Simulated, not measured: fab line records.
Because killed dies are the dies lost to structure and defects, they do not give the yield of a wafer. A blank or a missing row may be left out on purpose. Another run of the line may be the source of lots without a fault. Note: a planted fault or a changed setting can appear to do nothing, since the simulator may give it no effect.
Split-lot trial | flow n5-finfet | 7 lots, 21 wafers read, on a route of 1938 steps

SPLIT DETAILS
At N5_BEOL_M4_ETCH_64 (etches SOC in N2/H2, target depth 75 nm, overetch 22.5 nm, time 121.9 s), the setting bias-w was moved away from the recipe's 150 W on 2 of the 21 wafers read, by -17.7% to +9.4%. All remaining wafers had this setting at the recipe value.

Reading taken at the split's own step.

THE READING
rf-vpp-V, in V, at N5_BEOL_M4_ETCH_64 (etches SOC in N2/H2, target depth 75 nm, overetch 22.5 nm, time 121.9 s). On this fab line, fault-free wafers typically give 525.5 V with a standard deviation of 2.4 V.

wafer  | tool, chamber at the split | bias-w as run, W | against the recipe | rf-vpp-V, V | against lot-mates on the recipe
L080.1 | rie-diel-02, 1             | 150              | recipe             | 528.2       | -
L080.2 | rie-diel-02, 2             | 150              | recipe             | 528.7       | -
L080.4 | rie-diel-02, 0             | 164.1            | +9.4%              | 555.4       | +26.9
L084.2 | rie-diel-05, 0             | 150              | recipe             | 522.0       | -
L084.4 | rie-diel-05, 2             | 150              | recipe             | 524.6       | -
L084.5 | rie-diel-05, 3             | 150              | recipe             | 524.8       | -
L085.2 | rie-diel-01, 3             | 150              | recipe             | 523.6       | -
L085.5 | rie-diel-01, 3             | 150              | recipe             | 523.3       | -
L085.6 | rie-diel-01, 0             | 150              | recipe             | 528.2       | -
L090.2 | rie-diel-01, 1             | 150              | recipe             | 527.7       | -
L090.4 | rie-diel-01, 3             | 150              | recipe             | 522.9       | -
L090.5 | rie-diel-01, 0             | 150              | recipe             | 529.0       | -
L094.1 | rie-diel-02, 1             | 150              | recipe             | 526.7       | -
L094.4 | rie-diel-02, 3             | 150              | recipe             | 524.0       | -
L094.5 | rie-diel-02, 2             | 150              | recipe             | 527.3       | -
L093.1 | rie-diel-05, 3             | 150              | recipe             | 521.9       | -
L093.3 | rie-diel-05, 2             | 150              | recipe             | 524.1       | -
L093.6 | rie-diel-05, 1             | 150              | recipe             | 526.6       | -
L095.1 | rie-diel-01, 2             | 150              | recipe             | 523.3       | -
L095.2 | rie-diel-01, 1             | 123.4            | -17.7%             | 465.0       | -59.1
L095.4 | rie-diel-01, 3             | 150              | recipe             | 524.9       | -

FIT RESULTS
A straight line over all 21 wafers: rf-vpp-V changes by +3.36 V for each +1% of bias-w; r = +0.99; the points scatter about the line by 2.3 V.
The same after taking each lot's own level away (the mean of its wafers on the recipe; 21 wafers): +3.23 V for each +1%; r = +0.99; scatter 2 V.
The reading moves by 57 V for the largest change in bias-w, on that fit.
From 523.80 to 528.45 V: that is the span of the lots' own levels, equal to 1.9 times the standard deviation above.
Hence the lot-to-lot level has little effect on the slope; both slopes agree.
Check: for one of the wafers moved furthest among these (-17.7%), held out of the fit, the line's prediction against its lot-mates is -50.8 V. Against them it came out at -59.1 V.
Tool readings at the split's step, against how far the setting was moved: rf-vpp-V r = +0.99.

ADDITIONAL SPLITS CARRIED BY THESE WAFERS
Other splits were also applied to these wafers ahead of the reading. Each is held against what the fit with the lots' levels taken away leaves over:
other split on the same wafers | wafers away from the commonest value | r with rf-vpp-V (lot level and that fit taken away)
N5_BEOL_M2_ILD_DEP_00 time-s   | 9                                    | +0.12
N5_BEOL_M2_ETCH_70 bias-w      | 4                                    | +0.00
N5_BEOL_M3_COAT_61 spin-rpm    | 6                                    | +0.31
N5_BEOL_M4_EXPOSE_08 dose-mj   | 7                                    | +0.00

FILE'S OWN FIT
rf-vpp-V changes by +3.23 V for each +1% of bias-w, r = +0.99.
